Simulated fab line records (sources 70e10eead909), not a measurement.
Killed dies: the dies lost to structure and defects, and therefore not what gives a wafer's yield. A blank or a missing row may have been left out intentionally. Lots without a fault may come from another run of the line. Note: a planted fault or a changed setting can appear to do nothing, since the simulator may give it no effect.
fab line records -- flow nand_harc
[record] lots = 5, wafers = 15, last_day = 33
route steps=1302 shown P_M0@282 P_M1@285 END@1302
lots untouched by any fault: they come from a run of this same line in which no faults occurred
start_h: the number of hours between the record's first day and the start of the first shown wafer of the lot -- wait_h: how many hours have passed since the lot's step before this one -- " as in the row above -- L1.1+2: several wafers, shown together as one row -- - no value present, or no start provided -- * or withheld: withheld -- < > ~ a bound
route shown NAME@n: a module of which the file shows steps, and the number in the route of the first -- usual: average and standard deviation across the fault-free wafers -- same: alike in all rows -- chamber/n: place in a boat -- sites: the reading at each site -- _std_site: the standard deviation of these -- _edge_site: outer sites' mean less inner sites' -- radius_mm: for every site, how far away it sits from the centre of the wafer -- mask NAME#n: copy n -- behind: tool/chamber where the wafer was last shaped -- hold: why the lot went on hold/how many hours it stayed there/how the hold came to an end -- device: transistor that didn't switch, given as n, p or np -- end of line: tests of these same wafers at the route's end -- where a step has no rows: the recipe by itself -- killed: dies that structure and defects cost at the first sort, which is not the same as the wafer's yield -- map: the dies of a wafer, with x for killed, . for not killed, _ for no die there
set.NAME: the setting as run; set.NAME@STEP: as run at that earlier step -- model.NAME: the simulator's own value behind a step, which no gauge read
lots at selected steps of the route; one table per step, one row per wafer
services: the hour from which a tool's chamber was out of use, counted from the record's first day as start_h (under 0 if before that day), plus the number of hours and why
[[steps]]
[step NHARC_P_M0_INSPECT_27]
[usual] raw_defect_count = 289/120
lot.wafer,tool,chamber,start_h,wait_h,raw_defect_count
L456.1,defect_inspect-02,-,235.70,0.0,502
L456.4,defect_inspect-02,-,235.70,0.0,490
L456.5,defect_inspect-02,-,235.70,0.0,390
L458.1,defect_inspect-01,-,250.76,0.0,205
L458.2,defect_inspect-01,-,250.76,0.0,308
L458.4,defect_inspect-01,-,250.76,0.0,513
L461.2,defect_inspect-02,-,274.80,0.0,115
L461.3,defect_inspect-02,-,274.80,0.0,196
L461.4,defect_inspect-02,-,274.80,0.0,275
L467.2,defect_inspect-01,-,336.22,0.0,394
L467.5,defect_inspect-01,-,336.22,0.0,305
L467.6,defect_inspect-01,-,336.22,0.0,294
L469.2,defect_inspect-01,-,353.05,0.0,217
L469.5,defect_inspect-01,-,353.05,0.0,141
L469.6,defect_inspect-01,-,353.05,0.0,191
[step NHARC_P_M0_PRE_CLEAN_31]
[recipe] time_s = 12, temp_c = 370, rf_power_w = 300, gas = NH3
[usual] heater_power_w = 648/78
lot.wafer,tool,chamber,start_h,wait_h,heater_power_w
L456.1,pecvd-01,1,235.84,0.1,549
L456.4,pecvd-01,1,235.84,0.1,564
L456.5,pecvd-01,2,235.84,0.1,767
L458.2,pecvd-04,2,250.83,0.1,639
L458.1,pecvd-04,0,250.83,0.1,651
L458.4,pecvd-04,1,250.83,0.1,529
L461.3,pecvd-01,2,274.88,0.1,811
L461.2,pecvd-01,0,274.88,0.1,667
L461.4,pecvd-01,0,274.88,0.1,691
L467.2,pecvd-04,1,336.30,0.1,483
L467.5,pecvd-04,1,336.30,0.1,482
L467.6,pecvd-04,2,336.30,0.1,604
L469.2,pecvd-01,2,353.13,0.1,684
L469.5,pecvd-01,1,353.13,0.1,625
L469.6,pecvd-01,2,353.13,0.1,642
[step NHARC_P_M0_DEP_32]
[recipe] target_thk_a = 300, temp_c = 370, target_thk_nm = 30, pressure_torr = 3, flow_sccm = 200, rf_w = 450, material = SiCN
[usual] heater_power_w = 597/68
lot.wafer,tool,chamber,start_h,wait_h,heater_power_w
L456.1,pecvd-01,1,235.92,0.1,600
L456.4,pecvd-01,1,235.92,0.1,595
L456.5,pecvd-01,2,235.92,0.1,694
L458.2,pecvd-04,2,250.90,0.1,535
L458.1,pecvd-04,0,250.90,0.1,623
L458.4,pecvd-04,1,250.90,0.1,501
L461.3,pecvd-01,2,274.99,0.1,758
L461.2,pecvd-01,0,274.99,0.1,613
L461.4,pecvd-01,0,274.99,0.1,618
L467.2,pecvd-04,1,336.41,0.1,459
L467.5,pecvd-04,1,336.41,0.1,469
L467.6,pecvd-04,2,336.41,0.1,636
L469.2,pecvd-01,2,353.24,0.1,623
L469.5,pecvd-01,1,353.24,0.1,596
L469.6,pecvd-01,2,353.24,0.1,640
[step NHARC_P_M1_DEP_00]
[recipe] target_thk_a = 1825, target_thk_nm = 182.5, temp_c = withheld, pressure_torr = 5, flow_sccm = 200, rf_w = 600, material = SiOC
[step NHARC_P_M1_DEHYDRATE_01]
[recipe] temp_c = 150, time_s = 120
[step NHARC_P_M1_HMDS_02]
[recipe] time_s = 30
[step NHARC_P_M1_COAT_34]
[recipe] temp_c = 200, time_s = 65
[step NHARC_P_M1_COAT_03]
[recipe] spin_rpm = 1500, resist_thk_nm = 90
[step NHARC_P_M1_SOFTBAKE_04]
[recipe] temp_c = 105, time_s = 55
[step NHARC_P_M1_EBR_05]
[step NHARC_P_M1_EXPOSE_06]
[recipe] na = 1.35, target_cd_nm = 130, dose_mj = 81.88, mask_id = P_M1
[step NHARC_P_M1_PEB_07]
[recipe] peb_temp_c = 100, peb_time_s = 65
[usual] heater_power_total_W = 156.7/0.41
lot.wafer,tool,chamber,start_h,wait_h,heater_power_total_W
L456.1,litho_track-06,0,237.07,0.1,157.2
L456.4,litho_track-06,0,237.07,0.1,156.7
L456.5,litho_track-06,0,237.07,0.1,345.8
L458.1,litho_track-01,0,252.07,0.1,157.1
L458.2,litho_track-01,0,252.07,0.1,156.3
L458.4,litho_track-01,0,252.07,0.1,157.1
L461.2,litho_track-04,0,276.12,0.1,157.1
L461.3,litho_track-04,0,276.12,0.1,157.1
L461.4,litho_track-04,0,276.12,0.1,156.0
L467.2,litho_track-06,0,337.54,0.1,156.9
L467.5,litho_track-06,0,337.54,0.1,156.2
L467.6,litho_track-06,0,337.54,0.1,157.1
L469.2,litho_track-01,0,354.34,0.1,156.7
L469.5,litho_track-01,0,354.34,0.1,156.1
L469.6,litho_track-01,0,354.34,0.1,156.1
[step NHARC_P_M1_DEVELOP_08]
[recipe] develop_time_s = 35, dev_temp_c = 23
[step NHARC_P_M1_CD_MEAS_09]
[recipe] target_cd_nm = 130, landing_energy_ev = 500
[usual] cd_nm = 130.0/0.53
[same] landing_energy_ev = 500
lot.wafer,tool,chamber,start_h,wait_h,cd_nm
L456.1,cd_sem-03,0,237.15,-,129.4
L456.4,cd_sem-03,0,237.15,-,128.7
L456.5,cd_sem-03,0,237.15,-,64.4
L458.1,cd_sem-03,0,252.15,-,130.3
L458.2,cd_sem-03,0,252.15,-,130.1
L458.4,cd_sem-03,0,252.15,-,130.3
L461.2,cd_sem-01,0,276.20,-,129.9
L461.3,cd_sem-01,0,276.20,-,129.9
L461.4,cd_sem-01,0,276.20,-,129.6
L467.2,cd_sem-01,0,337.62,-,129.7
L467.5,cd_sem-01,0,337.62,-,130.2
L467.6,cd_sem-01,0,337.62,-,129.5
L469.2,cd_sem-03,0,354.42,-,130.2
L469.5,cd_sem-03,0,354.42,-,130.4
L469.6,cd_sem-03,0,354.42,-,131.0
[step NHARC_P_M1_OVL_MEAS_10]
[recipe] pitch_nm = 260
[usual] overlay_x_nm = 0.1/0.88, overlay_y_nm = 0.1/0.77
lot.wafer,tool,chamber,start_h,wait_h,overlay_x_nm,overlay_y_nm
L456.1,overlay-02,-,237.23,-,-0.7,-0.1
L456.4,overlay-02,-,237.23,-,-1.3,-0.2
L456.5,overlay-02,-,237.23,-,-1.2,0.0
L458.1,overlay-02,-,252.24,-,0.8,-0.1
L458.2,overlay-02,-,252.24,-,1.0,0.4
L458.4,overlay-02,-,252.24,-,1.2,-0.2
L461.2,overlay-02,-,276.29,-,0.2,1.1
L461.3,overlay-02,-,276.29,-,0.3,1.3
L461.4,overlay-02,-,276.29,-,0.6,1.2
L467.2,overlay-01,-,337.71,-,0.3,-1.0
L467.5,overlay-01,-,337.71,-,-0.2,-1.3
L467.6,overlay-01,-,337.71,-,-0.4,-0.9
L469.2,overlay-02,-,354.51,-,-1.6,-1.3
L469.5,overlay-02,-,354.51,-,-1.2,-0.8
L469.6,overlay-02,-,354.51,-,-1.2,-0.7
[step NHARC_P_M1_INSPECT_11]
[usual] raw_defect_count = 4/3.1
lot.wafer,tool,chamber,start_h,wait_h,raw_defect_count
L456.1,defect_inspect-01,-,237.27,0.0,1
L456.4,defect_inspect-01,-,237.27,0.0,4
L456.5,defect_inspect-01,-,237.27,0.0,4
L458.1,defect_inspect-02,-,252.28,0.0,3
L458.2,defect_inspect-02,-,252.28,0.0,4
L458.4,defect_inspect-02,-,252.28,0.0,4
L461.2,defect_inspect-01,-,276.32,0.0,3
L461.3,defect_inspect-01,-,276.32,0.0,1
L461.4,defect_inspect-01,-,276.32,0.0,2
L467.2,defect_inspect-02,-,337.74,0.0,1
L467.5,defect_inspect-02,-,337.74,0.0,3
L467.6,defect_inspect-02,-,337.74,0.0,9
L469.2,defect_inspect-01,-,354.55,0.0,8
L469.5,defect_inspect-01,-,354.55,0.0,6
L469.6,defect_inspect-01,-,354.55,0.0,6
[step NHARC_P_M1_DESCUM_14]
[recipe] time_s = 3, o2_flow_sccm = 200, ar_flow_sccm = 0, bias_power_w = 0, chemistry = O2
[usual] drypump_motor_current_A = 5.9/0.56, oes_product_au = 0.998/0.0071, rf_vpp_V = 57.7/0.89, showerhead_plenum_p_Torr = 1.88/0.089, throttle_valve_pct = 11.311/0.0092
lot.wafer,tool,chamber,start_h,wait_h,drypump_motor_current_A,oes_product_au,rf_hours_counter_h,rf_vpp_V,showerhead_plenum_p_Torr,throttle_valve_pct,model.P_M1.cd_nm
L456.1,rie_diel-02,3,237.33,0.1,5.8,0.997,1,55.9,1.98,11.312,129.2
L456.4,rie_diel-02,2,237.33,0.1,5.3,0.990,2,56.3,1.81,11.317,129.1
L456.5,rie_diel-02,0,237.33,0.1,4.9,0.997,-,56.9,1.78,11.320,63.49
L458.2,rie_diel-02,1,252.35,0.1,6.4,0.988,2,57.7,1.91,11.313,129.7
L458.1,rie_diel-02,2,252.35,0.1,5.3,0.993,2,56.5,1.81,11.329,130.2
L458.4,rie_diel-02,3,252.35,0.1,5.9,1.003,1,58.5,1.98,11.312,130.2
L461.2,rie_diel-05,2,276.38,0.1,6.1,0.992,3,58.1,1.81,11.314,130
L461.3,rie_diel-05,0,276.38,0.1,6.1,0.997,4,57.6,2.06,11.314,130.3
L461.4,rie_diel-05,1,276.38,0.1,6.7,0.994,3,58.3,1.93,11.303,130
L467.2,rie_diel-02,3,337.81,0.1,5.8,0.994,8,57.5,1.98,11.338,129.7
L467.6,rie_diel-02,3,337.81,0.1,5.8,1.005,-,58.9,1.98,11.312,129.5
L467.5,rie_diel-02,0,337.81,0.1,4.9,1.001,-,56.7,1.78,11.323,129.5
L469.2,rie_diel-05,1,354.61,0.1,6.8,0.993,7,57.9,1.93,11.318,130.1
L469.6,rie_diel-05,1,354.61,0.1,6.8,1.003,-,58.3,1.93,11.316,130.8
L469.5,rie_diel-05,2,354.61,0.1,6.1,1.000,-,57.7,1.81,11.307,130.2
[step NHARC_P_M1_ETCH_35]
[recipe] target_depth_a = 400, overetch_a = 120, time_s = 43.94, ion_energy_ev = 200, n2_flow_sccm = 150, h2_flow_sccm = 150, ar_flow_sccm = 0, rf_w = 400, bias_w = 150, chemistry = N2/H2
[usual] bias_w = 150.0/0.46, drypump_motor_current_A = 5.9/0.55, oes_product_au = 0.998/0.0077, rf_vpp_V = 429.7/2.9, showerhead_plenum_p_Torr = 2.01/0.098, throttle_valve_pct = 14.170/0.008
lot.wafer,tool,chamber,start_h,wait_h,bias_w,drypump_motor_current_A,oes_product_au,rf_hours_counter_h,rf_vpp_V,showerhead_plenum_p_Torr,throttle_valve_pct
L456.1,rie_diel-02,1,237.42,0.1,149.2,6.4,0.999,2,431.3,2.04,14.183
L456.4,rie_diel-02,0,237.42,0.1,150.5,4.9,1.000,2,427.0,1.90,14.180
L456.5,rie_diel-02,2,237.42,0.1,149.2,5.3,0.998,-,427.4,1.93,14.158
L458.2,rie_diel-02,0,252.43,0.1,149.4,4.9,1.005,2,426.7,1.90,14.164
L458.1,rie_diel-02,1,252.43,0.1,150.1,6.4,1.003,2,430.9,2.04,14.169
L458.4,rie_diel-02,2,252.43,0.1,150.4,5.3,1.008,2,426.9,1.93,14.172
L461.4,rie_diel-05,0,276.47,0.1,148.9,6.1,0.992,4,435.8,2.20,14.183
L461.3,rie_diel-05,2,276.47,0.1,150.1,6.1,0.990,3,427.6,1.92,14.149
L461.2,rie_diel-05,3,276.47,0.1,149.6,5.7,0.993,4,427.2,1.94,14.161
L467.2,rie_diel-02,2,337.90,0.1,149.9,5.2,0.995,9,426.8,1.93,14.166
L467.5,rie_diel-02,1,337.90,0.1,149.8,6.4,1.002,-,429.8,2.03,14.167
L467.6,rie_diel-02,2,337.90,0.1,150.0,5.2,1.002,-,428.2,1.93,14.168
L469.2,rie_diel-05,2,354.69,0.1,149.6,6.1,1.000,8,429.6,1.92,14.162
L469.5,rie_diel-05,2,354.69,0.1,149.7,6.1,0.984,-,426.4,1.92,14.185
L469.6,rie_diel-05,3,354.69,0.1,150.5,5.7,1.002,-,427.6,1.94,14.160
[step NHARC_P_M1_ETCH_15]
[recipe] target_depth_a = 1825, time_s = 91.2, c4f8_flow_sccm = withheld, ar_flow_sccm = 400, rf_w = 600, bias_w = 300, chemistry = C4F8/Ar
[usual] bias_w = 300.0/0.85, oes_product_au = 0.959/0.02, rf_vpp_V = 440.0/2.9
lot.wafer,tool,chamber,start_h,wait_h,bias_w,oes_product_au,rf_hours_counter_h,rf_vpp_V
L456.1,rie_diel-02,2,-,-,300.7,0.976,2,439.0
L456.4,rie_diel-02,3,-,-,300.3,0.964,1,443.0
L456.5,rie_diel-02,2,-,-,299.8,0.978,-,438.3
L458.4,rie_diel-02,1,-,-,300.4,0.949,2,440.8
L458.1,rie_diel-02,2,-,-,299.1,0.960,2,437.6
L458.2,rie_diel-02,3,-,-,299.5,0.955,1,443.0
L461.4,rie_diel-05,1,-,-,302.4,0.973,3,440.8
L461.3,rie_diel-05,2,-,-,300.4,0.963,3,438.0
L461.2,rie_diel-05,3,-,-,299.7,0.968,4,438.8
L467.2,rie_diel-02,1,-,-,299.4,0.926,10,440.6
L467.5,rie_diel-02,2,-,-,300.5,0.921,-,437.0
L467.6,rie_diel-02,3,-,-,301.3,0.923,-,443.0
L469.2,rie_diel-05,2,-,-,299.9,0.961,8,436.8
L469.5,rie_diel-05,2,-,-,300.1,0.953,-,438.4
L469.6,rie_diel-05,3,-,-,300.5,0.985,-,436.8
[step NHARC_P_M1_CD_MEAS_16]
[usual] cd_nm = 129.9/0.59
lot.wafer,tool,chamber,start_h,wait_h,cd_nm
L456.1,cd_sem-03,-,237.64,-,129.1
L456.4,cd_sem-03,-,237.64,-,128.9
L456.5,cd_sem-03,-,237.64,-,63.5
L458.1,cd_sem-02,-,252.64,-,130.1
L458.2,cd_sem-02,-,252.64,-,129.7
L458.4,cd_sem-02,-,252.64,-,130.5
L461.2,cd_sem-03,-,276.69,-,129.7
L461.3,cd_sem-03,-,276.69,-,130.5
L461.4,cd_sem-03,-,276.69,-,130.1
L467.2,cd_sem-02,-,338.11,-,129.5
L467.5,cd_sem-02,-,338.11,-,129.1
L467.6,cd_sem-02,-,338.11,-,129.6
L469.2,cd_sem-01,-,354.91,-,130.4
L469.5,cd_sem-01,-,354.91,-,130.2
L469.6,cd_sem-01,-,354.91,-,131.1
[step NHARC_P_M1_STRIP_18]
[recipe] power_w = 1000, n2_flow_sccm = 150, h2_flow_sccm = 150, ar_flow_sccm = 0, bias_w = 0, chemistry = N2/H2
[usual] drypump_motor_current_A = 5.9/0.57, oes_product_au = 0.997/0.0075, rf_vpp_V = 90.4/1, showerhead_plenum_p_Torr = 2.01/0.097, throttle_valve_pct = 14.171/0.01
[same] bias_w = 0
lot.wafer,tool,chamber,start_h,wait_h,drypump_motor_current_A,oes_product_au,rf_hours_counter_h,rf_vpp_V,showerhead_plenum_p_Torr,throttle_valve_pct
L456.1,rie_diel-02,3,237.76,0.1,5.8,1.001,1,89.8,2.11,14.165
L456.4,rie_diel-02,0,237.76,0.1,4.9,1.012,2,92.0,1.90,14.187
L456.5,rie_diel-02,2,237.76,0.1,5.3,1.008,-,91.1,1.93,14.166
L458.1,rie_diel-05,3,252.72,0.1,5.7,0.995,0,87.7,1.94,14.164
L458.4,rie_diel-05,1,252.72,0.1,6.7,0.999,0,90.1,2.06,14.183
L458.2,rie_diel-05,2,252.72,0.1,6.1,0.985,0,90.6,1.92,14.171
L461.4,rie_diel-02,2,276.79,0.1,5.3,1.007,4,91.9,1.93,14.160
L461.3,rie_diel-02,3,276.79,0.1,5.9,1.002,4,90.7,2.11,14.174
L461.2,rie_diel-02,0,276.79,0.1,4.8,0.995,5,89.9,1.90,14.166
L467.2,rie_diel-05,2,338.24,0.1,6.1,0.985,6,90.6,1.92,14.187
L467.6,rie_diel-05,0,338.24,0.1,6.0,0.987,-,90.5,2.20,14.184
L467.5,rie_diel-05,1,338.24,0.1,6.8,0.991,-,91.1,2.06,14.160
L469.2,rie_diel-02,3,354.99,0.1,5.9,0.999,10,89.8,2.11,14.166
L469.6,rie_diel-02,3,354.99,0.1,5.9,0.999,-,91.2,2.11,14.181
L469.5,rie_diel-02,0,354.99,0.1,4.9,1.002,-,91.3,1.89,14.171
[step NHARC_P_M1_ETCH_28]
[recipe] target_depth_a = 300, over_etch_frac = 0.3, time_s = 72.99, ion_energy_ev = 150, cf4_flow_sccm = 50, n2_flow_sccm = 100, ar_flow_sccm = 150, rf_w = 300, bias_w = 100, chemistry = CF4/N2
[usual] bias_w = 100.03/0.29, drypump_motor_current_A = 5.8/0.56, oes_product_au = 0.999/0.0075, rf_vpp_V = 313.5/2.2, showerhead_plenum_p_Torr = 2.59/0.12, throttle_valve_pct = 19.795/0.0089
lot.wafer,tool,chamber,start_h,wait_h,bias_w,drypump_motor_current_A,oes_product_au,rf_hours_counter_h,rf_vpp_V,showerhead_plenum_p_Torr,throttle_valve_pct,model.P_M1.cd_nm
L456.4,rie_diel-02,1,-,-,99.94,6.4,0.995,2,313.0,2.62,19.791,128.9
L456.1,rie_diel-02,0,-,-,99.89,4.9,1.000,2,310.7,2.46,19.790,128.9
L456.5,rie_diel-02,2,-,-,99.83,5.2,0.992,-,312.7,2.50,19.790,63.39
L458.1,rie_diel-05,1,-,-,99.70,6.8,0.995,0,313.5,2.65,19.793,129.8
L458.2,rie_diel-05,3,-,-,100.09,5.7,0.995,0,311.0,2.51,19.785,130.1
L458.4,rie_diel-05,0,-,-,100.51,6.1,0.994,0,317.5,2.81,19.802,130.6
L461.3,rie_diel-02,1,-,-,100.14,6.4,0.994,5,314.9,2.62,19.802,130.3
L461.2,rie_diel-02,2,-,-,99.73,5.3,1.005,5,313.0,2.49,19.815,129.2
L461.4,rie_diel-02,3,-,-,99.80,5.8,0.998,4,315.0,2.71,19.793,130.3
L467.2,rie_diel-05,2,-,-,100.22,6.1,0.992,6,312.4,2.49,19.799,129.4
L467.5,rie_diel-05,2,-,-,100.12,6.1,0.985,-,311.6,2.49,19.804,129.3
L467.6,rie_diel-05,3,-,-,100.49,5.7,0.995,-,311.8,2.51,19.805,129.4
L469.2,rie_diel-02,3,-,-,99.45,5.9,1.005,10,316.6,2.71,19.806,131
L469.5,rie_diel-02,3,-,-,99.42,5.9,1.004,-,316.2,2.71,19.783,130.2
L469.6,rie_diel-02,0,-,-,100.49,4.9,1.006,-,312.4,2.45,19.785,131.1
[step NHARC_P_M1_STRIP_19]
[recipe] time_s = 600, temp_c = 30, chemistry = post_etch_residue_remover
[step NHARC_END_SORT_01]
[recipe] temp_c = 25
[usual] defect_limited_yield = 91.2/2.5, killed_at_array = 55/17, killed_at_other = 1.1/1.4, killed_at_periphery = 3.9/3, killed_dies = 59/17, killed_open = 3.5/2, killed_short = 2.6/1.6
[same] gross_dies = 677
lot.wafer,tool,chamber,start_h,wait_h,defect_limited_yield[%],killed_at_array,killed_at_other,killed_at_periphery,killed_dies,killed_open,killed_short
L456.1,prober-01,0,667.74,2.5,97.2,16,3,0,19,1,3
L456.5,prober-01,0,670.95,3.7,0,17,1,659,677,5,3
L461.2,prober-02,0,710.78,2.8,91.7,55,0,1,56,2,5
L461.3,prober-02,0,711.59,3.1,91.0,58,0,3,61,7,4
L461.4,prober-02,0,712.39,3.4,89.8,68,0,1,69,6,2
// killed by level:class
L456.1 A_CHANNEL_HOLE_D1:chamber_film_flake=8 A_CONTACT:chamber_film_flake=3 THIN_TSV:chamber_film_flake=3 A_ONON_D1:geometric_particle:short=1 A_ONON_D2:geometric_particle:short=1 A_CHANNEL_FILL_D2:geometric_particle:short=1 A_CONTACT:geometric_particle:open=1 A_STAIRCASE:chamber_film_flake=1
L456.5 P_M1:area_peb=657 A_CHANNEL_HOLE_D1:chamber_film_flake=5 A_ONON_D1:geometric_particle:short=2 A_CHANNEL_FILL_D2:geometric_particle:open=2 A_CHANNEL_HOLE_D2:chamber_film_flake=2 A_CONTACT:chamber_film_flake=2 P_CONTACT:geometric_particle:open=1 A_ONON_D2:geometric_particle:short=1
L461.2 A_CHANNEL_HOLE_D2:chamber_film_flake=22 A_CHANNEL_HOLE_D1:chamber_film_flake=14 A_CHANNEL_FILL_D1:geometric_particle:short=5 A_SLIT:chamber_film_flake=4 A_DECK1_JOINT:chamber_film_flake=3 A_CONTACT:chamber_film_flake=3 A_WL_FILL:chamber_film_flake=2 P_CONTACT:geometric_particle:open=1
L461.3 A_CHANNEL_HOLE_D2:chamber_film_flake=20 A_CHANNEL_HOLE_D1:chamber_film_flake=16 A_CONTACT:chamber_film_flake=7 A_WL_FILL:chamber_film_flake=4 P_GATE:geometric_particle:open=2 A_CHANNEL_FILL_D2:geometric_particle:short=2 P_M2:geometric_particle:open=1 A_ONON_D1:geometric_particle:short=1
L461.4 A_CHANNEL_HOLE_D2:chamber_film_flake=26 A_CHANNEL_HOLE_D1:chamber_film_flake=23 A_CONTACT:chamber_film_flake=5 A_DECK1_JOINT:chamber_film_flake=3 A_CHANNEL_FILL_D2:geometric_particle:open=2 P_M0:geometric_particle:open=1 A_ONON_D1:geometric_particle:short=1 A_ONON_D1:geometric_particle:open=1
// map L456.5 (x killed, . not)
____________x____________
_________xxxxxxx_________
_______xxxxxxxxxxx_______
______xxxxxxxxxxxxx______
_____xxxxxxxxxxxxxxx_____
____xxxxxxxxxxxxxxxxx____
____xxxxxxxxxxxxxxxxx____
___xxxxxxxxxxxxxxxxxxx___
___xxxxxxxxxxxxxxxxxxx___
__xxxxxxxxxxxxxxxxxxxxx__
__xxxxxxxxxxxxxxxxxxxxx__
_xxxxxxxxxxxxxxxxxxxxxxx_
_xxxxxxxxxxxxxxxxxxxxxxx_
_xxxxxxxxxxxxxxxxxxxxxxx_
_xxxxxxxxxxxxxxxxxxxxxxx_
_xxxxxxxxxxxxxxxxxxxxxxx_
xxxxxxxxxxxxxxxxxxxxxxxxx
xxxxxxxxxxxxxxxxxxxxxxxxx
xxxxxxxxxxxxxxxxxxxxxxxxx
xxxxxxxxxxxxxxxxxxxxxxxxx
xxxxxxxxxxxxxxxxxxxxxxxxx
_xxxxxxxxxxxxxxxxxxxxxxx_
_xxxxxxxxxxxxxxxxxxxxxxx_
_xxxxxxxxxxxxxxxxxxxxxxx_
_xxxxxxxxxxxxxxxxxxxxxxx_
_xxxxxxxxxxxxxxxxxxxxxxx_
__xxxxxxxxxxxxxxxxxxxxx__
__xxxxxxxxxxxxxxxxxxxxx__
___xxxxxxxxxxxxxxxxxxx___
___xxxxxxxxxxxxxxxxxxx___
____xxxxxxxxxxxxxxxxx____
____xxxxxxxxxxxxxxxxx____
_____xxxxxxxxxxxxxxx_____
______xxxxxxxxxxxxx______
_______xxxxxxxxxxx_______
_________xxxxxxx_________
____________x____________
// map L467.6 (x killed, . not)
____________.____________
_________......._________
_______.xx.x......_______
______.............______
_____......x........_____
____.......x.........____
____...............x.____
___.................xx___
___.......x...........___
__x........x.........x.__
__.....................__
_.....................x._
_....x........x........._
_.x.x....x......x.....x._
_.xxx...x............xx._
_xxxx.....x............._
x.xxxx..............x....
.xx.xx........x..........
.xxxxx...................
.xxxx.x.........x........
...x...........x..x......
_..............x........_
_......x...........x...._
_................x.x...._
_x.........x...x.x..xx.._
_.....x.........xx......_
__...............xxx...__
__...............x..x..__
___.............xx....___
___...................___
____................x____
____.................____
_____..............._____
______.............______
_______.......x..._______
_________......._________
____________.____________
[[services]]
tool,chamber,start_h,hours,kind
rie_diel-02,0,215.62,2.2,repair
rie_diel-02,-,216.70,9.0,pm
rie_diel-02,1,216.70,9.0,vent_cycle
rie_diel-02,2,216.70,9.0,vent_cycle
rie_diel-02,3,216.70,9.0,vent_cycle
rie_diel-02,0,225.70,-,clean
rie_diel-02,1,225.70,-,clean
rie_diel-02,2,225.70,-,clean
rie_diel-02,3,225.70,-,clean
rie_diel-02,3,225.70,-,consumable_replace:focus_ring
rie_diel-02,3,228.93,2.7,repair
rie_diel-05,-,229.60,9.0,pm
rie_diel-02,0,250.20,-,clean
rie_diel-02,1,250.20,-,clean
rie_diel-02,2,250.20,-,clean
rie_diel-02,3,250.20,-,clean
pecvd-04,-,269.17,13.0,pm
pecvd-04,-,304.90,5.4,repair
rie_diel-05,1,309.76,6.2,repair
pecvd-01,-,311.00,13.0,pm
litho_track-01,-,330.00,7.0,pm
rie_diel-02,0,332.42,4.0,repair
pecvd-04,-,337.80,1.7,repair
litho_track-06,-,354.00,7.0,pm
[[key]]
[first_sign] step = NHARC_P_M1_PEB_07, reading = heater_power_total_W, direction = up, sigmas = 99+, usual = *, struck = *
[effect] step = NHARC_P_M1_CD_MEAS_09, reading = cd_nm, direction = down, sigmas = 99+, usual = 130.0, struck = 64.4
[effect] step = NHARC_P_M1_CD_MEAS_16, reading = cd_nm, direction = down, sigmas = 99+, usual = 129.9, struck = 63.5
[effect] step = NHARC_END_SORT_01, reading = killed_at_periphery, direction = up, sigmas = 99+, usual = 3.9, struck = 659
[model_effect] step = NHARC_P_M1_DESCUM_14, value = P_M1.cd_nm, without = 128.5, struck = 63.49
[model_effect] step = NHARC_P_M1_ETCH_28, value = P_M1.cd_nm, without = 128.4, struck = 63.39
[more_kills_born_at] NHARC_P_M1_PEB_07@litho_track-06 = 657
met_at NHARC_P_M1_PEB_07
struck_wafers L456.5
later_rows_left_out L456.5
[fault] kind = process_parameter_drift, tool = litho_track-06, chamber = -, onset_h = 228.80, steps = NHARC_P_M1_PEB_07, channel = peb_time_s, offset = *, shape = step, end_h = 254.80, scope = struck_wafers_only, acts_in = *, stated = *
// later_rows_left_out: the simulator's readings of these wafers behind a module that went badly wrong aren't trusted and aren't shown, but for the sort
